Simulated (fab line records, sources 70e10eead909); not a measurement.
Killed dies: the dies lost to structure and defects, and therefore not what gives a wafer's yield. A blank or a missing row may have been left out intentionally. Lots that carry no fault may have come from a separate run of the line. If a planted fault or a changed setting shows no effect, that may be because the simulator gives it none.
A lot that was struck, set against a sound lot -- flow nandHarc -- 33 out of 1159 route steps
Sound: wafers L753.1, L753.2, L753.3. The struck wafers were L762.2, L762.5, L762.6. At the end, the cause is stated.
At each step with rows: each side's tool, then ch and its chambers, then its first start. Under that, the readings that differ: sound wafers -- struck wafers -- difference of the means -- sigmas: that difference in standard deviations of wafers without a fault.
alike: a reading whose means differ by less than 2 such deviations, as well as words and numbers matching on both sides. not compared: withheld readings; readings where some wafer has no value; bounds like >300 that might hide an equal value; numbers whose values overlap and for which the record gives no deviation.
The two part at a step that has a row with sigmas, a row that says differs or no value, or rows on one side only. Numbers that don't overlap but have no deviation are shown without sigmas and don't part them. A reading missing from all wafers of one side parts the sides only when that side holds two or more wafers.

first, 10 steps without rows for these wafers: NHARC_A_STAIRCASE_HARDBAKE_442 (time 140 s); NHARC_A_STAIRCASE_DESCUM_443 (chemistry O2, time 3 s); NHARC_A_STAIRCASE_ETCH_444 (etches the open film in C4F8/O2, target depth 10200 nm, time 3400 s); NHARC_A_STAIRCASE_STRIP_446 (strips in O2); NHARC_A_STAIRCASE_STRIP_447 (strips in SPM, time 900 s); NHARC_A_STAIRCASE_PRECLEAN_448 (cleans in SC1); NHARC_A_STAIRCASE_SRD_449; NHARC_A_STAIRCASE_CMP_450 (polishes SiO2, target thk 200 nm); NHARC_A_STAIRCASE_CMP_152 (polishes); NHARC_A_STAIRCASE_SRD_154.
NHARC_A_STAIRCASE_ETCH_403: etches SiO2 in dHF, target depth 108.2 nm.
  sound on wetBench-05 ch 0,1,2, day 16 00:25; struck on wetBench-07 ch 0,1,6, day 17 11:53
NHARC_A_STAIRCASE_ETCHBACK_422: etches the open film in CH3F/O2, target depth 40 nm, time 74.286 s.
  sound on rieDiel-02 ch 0,1,2, day 16 00:34; struck on rieDiel-06 ch 0,2,3, day 17 12:04
  alike: drypumpMotorCurrentA, oesProductAu, rfVppV, showerheadPlenumPTorr, throttleValvePct
  not compared: rfHoursCounterH
then, 1 step without rows for these wafers: NHARC_A_STAIRCASE_ETCH_423 (etches SiO2 in dHF, target depth 30 nm).
NHARC_A_STAIRCASE_ETCHBACK_157: etches the open film in CH3F/O2, target depth 90 nm, time 167.14 s.
  sound on rieDiel-06 ch 1,2,3, day 16 00:55; struck on rieDiel-10 ch 1,2,3, day 17 12:25
  alike: drypumpMotorCurrentA, oesProductAu, rfVppV, showerheadPlenumPTorr, throttleValvePct
  not compared: rfHoursCounterH
NHARC_A_STAIRCASE_STRIP_475: strips in O2, time 20 s.
  sound on rieDiel-06 ch 0,1,3; struck on rieDiel-10 ch 2,3
  alike: drypumpMotorCurrentA, oesProductAu, rfVppV, showerheadPlenumPTorr, throttleValvePct
  not compared: rfHoursCounterH
then, 1 step without rows for these wafers: NHARC_A_STAIRCASE_DEP_471 (deposits SiO2, target thk 100 nm).
NHARC_A_STAIRCASE_CMP_472: polishes SiO2.
  sound on cmp-04 ch 1,2,3, day 16 01:30; struck on cmp-02 ch 1,2, day 17 12:58
reading,sound,struck,difference,sigmas
motorCurrentA (A),14.1 14.2 12.2,10.3 10.4 10.7,-3.0,-2
slurryFilterDpKPa (kPa),13.64 13.88 13.79,13.29 13.30 13.39,-0.44,-3
then, 12 steps without rows for these wafers: NHARC_A_STAIRCASE_SRD_474; NHARC_A_SGD_CUT_DEP_00 (deposits SiNx, target thk 50 nm); NHARC_A_SGD_CUT_DEHYDRATE_01 (time 120 s); NHARC_A_SGD_CUT_HMDS_02 (time 30 s); NHARC_A_SGD_CUT_COAT_56 (time 75 s); NHARC_A_SGD_CUT_COAT_57 (time 65 s); NHARC_A_SGD_CUT_COAT_03 (resist thk 90 nm); NHARC_A_SGD_CUT_SOFTBAKE_04 (time 55 s); NHARC_A_SGD_CUT_EBR_05; NHARC_A_SGD_CUT_EXPOSE_06 (exposes mask SGD); NHARC_A_SGD_CUT_PEB_07 (peb time 65 s); NHARC_A_SGD_CUT_DEVELOP_08 (develop time 35 s).
NHARC_A_SGD_CUT_CD_MEAS_09: the cd target is 100 nm.
  sound on cdSem-03 ch 0, day 16 02:39; struck on cdSem-01 ch 0, day 17 14:05
  alike: cdNm
NHARC_A_SGD_CUT_OVL_MEAS_10:
  sound on overlay-02, day 16 02:45; struck on overlay-02, day 17 14:11
reading,sound,struck,difference,sigmas
overlayXNm (nm),-2.0 -2.0 -2.6,-0.3 0.4 -0.1,+2.2,+3
  alike: overlayYNm
NHARC_A_SGD_CUT_DESCUM_14: chemistry O2, time 3 s.
  sound on rieDiel-08 ch 0,1,2, day 16 02:51; struck on rieDiel-08 ch 0,3, day 17 17:32
reading,sound,struck,difference,sigmas
hold,- - -,awaitDispo/3.1h/release awaitDispo/3.1h/release awaitDispo/3.1h/release,no value on the sound wafers,
  alike: drypumpMotorCurrentA, oesProductAu, rfVppV, showerheadPlenumPTorr, throttleValvePct
  not compared: rfHoursCounterH
-- the record jumps here: 6 days lie between the struck wafers' starts before and after (it left off in module A_SGD_CUT and takes up again in module END, whose first step shown is number 1159 of the route) --
NHARC_END_SORT_01:
  here the record holds rows for the struck wafers (prober-02 ch 0, day 23 20:14) but none for the sound ones

WHERE THEY PART
Earliest at NHARC_A_STAIRCASE_CMP_472; latest, in this record, at NHARC_END_SORT_01.

WHY: the cause the simulator had injected
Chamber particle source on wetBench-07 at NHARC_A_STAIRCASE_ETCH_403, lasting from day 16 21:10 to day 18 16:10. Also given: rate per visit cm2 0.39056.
